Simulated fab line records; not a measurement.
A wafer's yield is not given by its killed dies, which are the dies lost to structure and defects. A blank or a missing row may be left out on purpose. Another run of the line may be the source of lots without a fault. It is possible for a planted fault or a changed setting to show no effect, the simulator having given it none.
Chamber matching | flow nand harc | 4 sister chambers for NHARC_A_STAIRCASE_DESCUM_270 on rie diel-05
The step chemistry O2, time 3 s. 4 wafers are shown with their chamber, then 9 later ones without.

EACH WAFER AND ITS CHAMBER
wafer  | chamber | drypump motor current A (A)
L086.2 | 1       | 4.7
L088.1 | 0       | 5.3
L088.4 | 3       | 4.9
L088.5 | 2       | 6.3

WAFERS MISSING THEIR CHAMBER
wafer  | drypump motor current A (A)
L087.3 | 4.9
L087.5 | 4.8
L087.6 | 6.3
L094.2 | 6.4
L094.4 | 5.2
L094.5 | 4.9
L097.3 | 5.3
L097.5 | 4.8
L097.6 | 5.3

THE CHAMBER EACH PASSED THROUGH
wafer  | from the rows above     | in truth
L087.3 | 3                       | 3
L087.5 | can't be placed: 1 or 3 | 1
L087.6 | 2                       | 2
L094.2 | 2                       | 2
L094.4 | 0                       | 0
L094.5 | 3                       | 3
L097.3 | 0                       | 0
L097.5 | can't be placed: 1 or 3 | 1
L097.6 | 0                       | 0
Placed correctly: 7 of 9. Not placeable from these rows: 2 (in 2, the candidates include the true chamber). Wrongly placed: 0.
How it was worked out, from the rows above alone: a wafer's distance from a chamber is the root of the sum, over the readings, of the square of ((its reading less the chamber's mean) divided by the reading's scatter). The wafer belongs to the nearest chamber; if the next one is less than 2 further off, it can't be placed. For every chamber, the mean is computed from those of its wafers that are shown. The scatter: root of mean squared gap, hidden wafer to nearest shown wafer, with one shown wafer a chamber.
